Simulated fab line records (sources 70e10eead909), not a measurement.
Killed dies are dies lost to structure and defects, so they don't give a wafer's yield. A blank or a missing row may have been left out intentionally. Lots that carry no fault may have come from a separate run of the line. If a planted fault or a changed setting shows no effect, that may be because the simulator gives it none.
Chamber matching || flow nandHarc || NHARC_P_BONDPAD_DESCUM_11 on rieDiel-04: 4 sister chambers
The step chemistry O2, time 3 s. 4 wafers are shown with their chamber, then 12 later ones without.

## WAFERS, EACH WITH ITS CHAMBER
{"wafer": "L088.3", "chamber": 2, "showerheadPlenumPTorr (Torr)": 1.95}
{"wafer": "L089.5", "chamber": 3, "showerheadPlenumPTorr (Torr)": 1.95}
{"wafer": "L092.5", "chamber": 1, "showerheadPlenumPTorr (Torr)": 1.95}
{"wafer": "L092.6", "chamber": 0, "showerheadPlenumPTorr (Torr)": 2.05}

## WAFERS WITH NO CHAMBER GIVEN
{"wafer": "L091.2", "showerheadPlenumPTorr (Torr)": 2.06}
{"wafer": "L091.3", "showerheadPlenumPTorr (Torr)": 1.95}
{"wafer": "L091.5", "showerheadPlenumPTorr (Torr)": 1.95}
{"wafer": "L094.2", "showerheadPlenumPTorr (Torr)": 1.95}
{"wafer": "L094.3", "showerheadPlenumPTorr (Torr)": 1.95}
{"wafer": "L094.5", "showerheadPlenumPTorr (Torr)": 1.95}
{"wafer": "L095.1", "showerheadPlenumPTorr (Torr)": 1.95}
{"wafer": "L095.3", "showerheadPlenumPTorr (Torr)": 1.95}
{"wafer": "L095.5", "showerheadPlenumPTorr (Torr)": 1.95}
{"wafer": "L097.1", "showerheadPlenumPTorr (Torr)": 1.95}
{"wafer": "L097.5", "showerheadPlenumPTorr (Torr)": 2.05}
{"wafer": "L097.6", "showerheadPlenumPTorr (Torr)": 1.95}

## THE CHAMBER EACH PASSED THROUGH
{"wafer": "L091.2", "from the rows above": 0, "in truth": 0}
{"wafer": "L091.3", "from the rows above": "can't be placed: 1 or 2 or 3", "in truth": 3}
{"wafer": "L091.5", "from the rows above": "can't be placed: 1 or 2 or 3", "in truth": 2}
{"wafer": "L094.2", "from the rows above": "can't be placed: 1 or 2 or 3", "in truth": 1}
{"wafer": "L094.3", "from the rows above": "can't be placed: 1 or 2 or 3", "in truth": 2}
{"wafer": "L094.5", "from the rows above": "can't be placed: 1 or 2 or 3", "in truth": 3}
{"wafer": "L095.1", "from the rows above": "can't be placed: 1 or 2 or 3", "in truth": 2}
{"wafer": "L095.3", "from the rows above": "can't be placed: 1 or 2 or 3", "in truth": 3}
{"wafer": "L095.5", "from the rows above": "can't be placed: 1 or 2 or 3", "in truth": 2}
{"wafer": "L097.1", "from the rows above": "can't be placed: 1 or 2 or 3", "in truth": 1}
{"wafer": "L097.5", "from the rows above": 0, "in truth": 0}
{"wafer": "L097.6", "from the rows above": "can't be placed: 1 or 2 or 3", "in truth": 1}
2 of 12 placed correctly. Can't be placed from these rows: 10 (the true chamber is among the candidates in 10). Placed wrongly: 0.
How it was worked out, from the rows above alone: a wafer's distance from a chamber is the root of the sum, over the readings, of the square of ((its reading less the chamber's mean) divided by the reading's scatter). The wafer belongs to the nearest chamber; if the next one is less than 2 further off, it can't be placed. The mean given for a chamber averages the wafers shown for that chamber. The scatter: root of mean squared gap, hidden wafer to nearest shown wafer, with one shown wafer a chamber.
